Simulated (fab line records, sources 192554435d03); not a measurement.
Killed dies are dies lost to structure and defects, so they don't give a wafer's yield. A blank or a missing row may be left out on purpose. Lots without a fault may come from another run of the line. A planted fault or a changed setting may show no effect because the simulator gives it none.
Which tool did it? | flow n5_finfet | 10 lots, 29 wafers sampled, at 4 steps of a route of 1938

WHAT THE GAUGES READ, wafer by wafer
The record holds no reading of a measuring or inspecting step that can be judged against a usual standard deviation.

WHICH TOOL RAN EACH LOT (tool, then ch and the chambers of the sampled wafers, then the start)
lot  | N5_MOL_CONTACT_COAG_ETCH_59        | N5_MOL_CONTACT_COAG_ETCH_15        | N5_MOL_CONTACT_COAG_ALD_20         | N5_MOL_CONTACT_COAG_ALD_27
L655 | rie_diel-03 ch 1,2,3, day 4 20:08  | rie_diel-03 ch 1,2,3, day 4 20:19  | ald_metal-01 ch 1,2, day 4 21:39   | ald_sin-02 ch 1,2, day 5 04:28
L656 | rie_diel-01 ch 0,1,3, day 5 09:28  | rie_diel-01 ch 0,1,3, day 5 09:39  | ald_metal-03 ch 1,2,3, day 5 10:29 | ald_sin-02 ch 0,1, day 5 15:05
L659 | rie_diel-05 ch 1,2, day 6 01:40    | rie_diel-05 ch 1,2, day 6 01:50    | ald_metal-03 ch 0,2,3, day 6 03:14 | ald_sin-03 ch 0,3, day 6 07:36
L661 | rie_diel-05 ch 0,1,2, day 6 13:23  | rie_diel-05 ch 0,1,2, day 6 13:34  | ald_metal-04 ch 2,3, day 6 14:20   | ald_sin-03 ch 2,3, day 6 21:12
L663 | rie_diel-01 ch 1,2,3, day 7 00:41  | rie_diel-01 ch 1,2,3, day 7 00:52  | ald_metal-01 ch 0,1,2, day 7 01:48 | ald_sin-02 ch 0,1,2, day 7 07:16
L665 | rie_diel-05 ch 1,2,3, day 7 19:13  | rie_diel-05 ch 1,2,3, day 7 19:23  | ald_metal-03 ch 0,1, day 7 20:49   | ald_sin-02 ch 0,1, day 8 03:59
L666 | rie_diel-05 ch 0,1, day 7 23:32    | rie_diel-05 ch 0,1, day 7 23:43    | ald_metal-04 ch 1,2, day 8 02:21   | ald_sin-02 ch 1,2,3, day 8 07:55
L670 | rie_diel-03 ch 0,1,3, day 8 17:59  | rie_diel-03 ch 0,1,3, day 8 18:10  | ald_metal-01 ch 1,2, day 8 18:58   | ald_sin-02 ch 2,3, day 8 23:58
L672 | rie_diel-05 ch 0,1, day 9 02:29    | rie_diel-05 ch 0,1, day 9 02:40    | ald_metal-01 ch 0,1, day 9 04:24   | ald_sin-02 ch 0,2, day 9 09:42
L677 | rie_diel-05 ch 0,1,3, day 10 08:14 | rie_diel-05 ch 0,1,3, day 10 08:25 | ald_metal-03 ch 0,1, day 10 10:08  | ald_sin-04 ch 1,2,3, day 10 16:08
- N5_MOL_CONTACT_COAG_ETCH_59: etches underlayer in N2/H2, target depth 13 nm, time 10.4 s.
- N5_MOL_CONTACT_COAG_ETCH_15: etches SiNx in CH3F/O2, stops on Si:P, target depth 7 nm.
- N5_MOL_CONTACT_COAG_ALD_20: deposits TiN, target thk 1.5 nm, pulse time 1 s, purge time 3 s.
- N5_MOL_CONTACT_COAG_ALD_27: deposits SiOC, target thk 17 nm, pulse time 1.5 s, time 2720 s.

WHAT THE TOOLS THEMSELVES READ (means of the sampled wafers that have a number; where no wafer has one, the mark that the record gives instead)
N5_MOL_CONTACT_COAG_ETCH_59. Usual: drypump_motor_current_A 5.8 A, standard deviation 0.49; etch_rf_on_time_s 10.54 s, standard deviation 0.19; n2_flow_sccm 200.0 sccm, standard deviation 0.64; oes_product_au 0.64 a.u., standard deviation 0.057; rf_vpp_V 524.6 V, standard deviation 2.4; showerhead_plenum_p_Torr 2.57 Torr, standard deviation 0.08; throttle_valve_pct 17.85 %, standard deviation 0.24.
lot  | tool        | drypump_motor_current_A (A) | etch_rf_on_time_s (s) | n2_flow_sccm (sccm) | oes_product_au (a.u.) | rf_vpp_V (V) | showerhead_plenum_p_Torr (Torr) | throttle_valve_pct (%) | flag
L655 | rie_diel-03 | 6.2                         | 10.50                 | 200.4               | 0.67                  | 525.6        | 2.59                            | 17.71                  |
L656 | rie_diel-01 | 5.6                         | 10.65                 | 200.2               | 0.64                  | 524.8        | 2.59                            | 17.62                  |
L659 | rie_diel-05 | 6.3                         | 10.38                 | 200.2               | 0.61                  | 523.4        | 2.53                            | 18.00                  |
L661 | rie_diel-05 | 5.9                         | 10.54                 | 200.0               | 0.61                  | 524.0        | 2.56                            | 17.98                  |
L663 | rie_diel-01 | 5.5                         | 10.50                 | 200.3               | 0.67                  | 524.8        | 2.61                            | 17.64                  |
L665 | rie_diel-05 | 5.9                         | 10.64                 | 200.0               | 0.61                  | 523.0        | 2.52                            | 18.01                  |
L666 | rie_diel-05 | 5.5                         | 10.72                 | 200.0               | 0.60                  | 525.4        | 2.58                            | 17.98                  |
L670 | rie_diel-03 | 6.1                         | 10.27                 | 199.8               | 0.71                  | 525.1        | 2.53                            | 17.55                  |
L672 | rie_diel-05 | 5.7                         | 10.62                 | 200.1               | 0.59                  | 525.1        | 2.55                            | 17.99                  |
L677 | rie_diel-05 | 5.6                         | 10.64                 | 200.3               | 0.67                  | 524.4        | 2.55                            | 17.89                  |

N5_MOL_CONTACT_COAG_ETCH_15. Usual: drypump_motor_current_A 5.8 A, standard deviation 0.49; oes_o_777_au 0.75 a.u., standard deviation 0.065; oes_product_au 0.55 a.u., standard deviation 0.045; rf_vpp_V 295.5 V, standard deviation 2.3; showerhead_plenum_p_Torr 2.02 Torr, standard deviation 0.063; throttle_valve_pct 16.33 %, standard deviation 0.21.
lot  | tool        | drypump_motor_current_A (A) | oes_o_777_au (a.u.) | oes_product_au (a.u.) | rf_vpp_V (V) | showerhead_plenum_p_Torr (Torr) | throttle_valve_pct (%) | flag
L655 | rie_diel-03 | 6.2                         | 0.78                | 0.58                  | 296.4        | 2.04                            | 16.25                  |
L656 | rie_diel-01 | 5.6                         | 0.76                | 0.56                  | 297.1        | 2.03                            | 16.11                  |
L659 | rie_diel-05 | 6.3                         | 0.72                | 0.53                  | 293.4        | 1.99                            | 16.45                  |
L661 | rie_diel-05 | 5.9                         | 0.72                | 0.53                  | 295.0        | 2.01                            | 16.43                  |
L663 | rie_diel-01 | 5.5                         | 0.79                | 0.59                  | 297.6        | 2.05                            | 16.10                  |
L665 | rie_diel-05 | 6.0                         | 0.72                | 0.52                  | 293.8        | 1.98                            | 16.48                  |
L666 | rie_diel-05 | 5.5                         | 0.72                | 0.53                  | 295.4        | 2.03                            | 16.44                  |
L670 | rie_diel-03 | 6.1                         | 0.83                | 0.60                  | 294.8        | 2.00                            | 16.15                  |
L672 | rie_diel-05 | 5.7                         | 0.71                | 0.52                  | 296.9        | 2.01                            | 16.45                  |
L677 | rie_diel-05 | 5.6                         | 0.79                | 0.59                  | 295.0        | 2.00                            | 16.34                  |

N5_MOL_CONTACT_COAG_ALD_20. Usual: chamber_pressure_Torr 3.000 Torr, standard deviation 0.0064; heater_power_outer_w 530 W, standard deviation 55; heater_power_w 881 W, standard deviation 80; precursor_pulse_height_rel 1.001, standard deviation 0.018.
lot  | tool         | chamber_pressure_Torr (Torr) | heater_power_outer_w (W) | heater_power_w (W) | precursor_pulse_height_rel | flag
L655 | ald_metal-01 | 2.993                        | 488                      | 848                | 0.979                      |
L656 | ald_metal-03 | 3.000                        | 515                      | 874                | 0.989                      |
L659 | ald_metal-03 | 2.999                        | 504                      | 852                | 1.016                      |
L661 | ald_metal-04 | 2.992                        | 575                      | 925                | 0.988                      |
L663 | ald_metal-01 | 3.005                        | 520                      | 887                | 1.001                      |
L665 | ald_metal-03 | 3.003                        | 551                      | 920                | 1.000                      |
L666 | ald_metal-04 | 3.001                        | 625                      | 986                | 0.981                      |
L670 | ald_metal-01 | 3.007                        | 501                      | 857                | 0.995                      |
L672 | ald_metal-01 | 3.001                        | 556                      | 950                | 1.005                      |
L677 | ald_metal-03 | 2.997                        | 555                      | 925                | 1.012                      |

N5_MOL_CONTACT_COAG_ALD_27. Usual: chamber_pressure_Torr 2.000 Torr, standard deviation 0.0045; heater_power_outer_w 540 W, standard deviation 64; heater_power_w 874 W, standard deviation 92; precursor_pulse_height_rel 1.000, standard deviation 0.019; run_length_s 2769.8 s, standard deviation 0.57.
lot  | tool       | chamber_pressure_Torr (Torr) | heater_power_outer_w (W) | heater_power_w (W) | precursor_pulse_height_rel | run_length_s (s) | flag
L655 | ald_sin-02 | 2.000                        | 615                      | 992                | 0.989                      | 2770.3           |
L656 | ald_sin-02 | 1.999                        | 481                      | 823                | 1.011                      | 2769.5           |
L659 | ald_sin-03 | 2.000                        | 525                      | 866                | 1.004                      | 2770.0           |
L661 | ald_sin-03 | 2.005                        | 520                      | 846                | 1.000                      | 2769.7           |
L663 | ald_sin-02 | 1.998                        | 543                      | 900                | 0.989                      | 2769.7           |
L665 | ald_sin-02 | 1.998                        | 480                      | 818                | 0.996                      | 2769.6           |
L666 | ald_sin-02 | 1.995                        | 574                      | 901                | 0.995                      | 2674.0           | OFF
L670 | ald_sin-02 | 1.998                        | 590                      | 932                | 0.985                      | 2673.9           | OFF
L672 | ald_sin-02 | 2.006                        | 584                      | 954                | 0.994                      | 2482.4           | OFF
L677 | ald_sin-04 | 1.997                        | 501                      | 793                | 1.005                      | 2769.6           |

THE ANSWER, worked out from the rows above alone
Rule: a lot is off if the mean of its wafers that have a number lies more than 3 standard deviations from the usual mean. A lot without any number at a reading at which 4 lots or more have one is off too. The other lots that the step has rows for count as sound. The gauges are gone through in route order, then the tools' own readings, and for those a lot's mean is taken as printed above. The first step at which some lot is off is used, and at that step the reading that is off furthest; a lot without a number counts as furthest.
Off: L666, L670, L672, at N5_MOL_CONTACT_COAG_ALD_27 (run_length_s).
A tool fits if, at that step or a process step before it, it ran every lot that is off, and no sound lot after the first of them. One fits: ald_sin-02 at N5_MOL_CONTACT_COAG_ALD_27. Its last sound lot is L665 (day 8 03:59), its first lot that is off L666 (day 8 07:55): a fault that began between those two fits.
The tool's own readings at N5_MOL_CONTACT_COAG_ALD_27 bear it out: on the lots that are off they differ by more than 5 times the standard deviation of the sound lots' means. run_length_s reads 2610.1 s there against 2769.8 s on the sound lots.

WHAT THE SIMULATOR HAD PUT IN
Process parameter drift: ald_sin-02, from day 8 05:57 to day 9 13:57, at N5_MOL_CONTACT_COAG_ALD_27. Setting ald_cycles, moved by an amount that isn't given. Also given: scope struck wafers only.
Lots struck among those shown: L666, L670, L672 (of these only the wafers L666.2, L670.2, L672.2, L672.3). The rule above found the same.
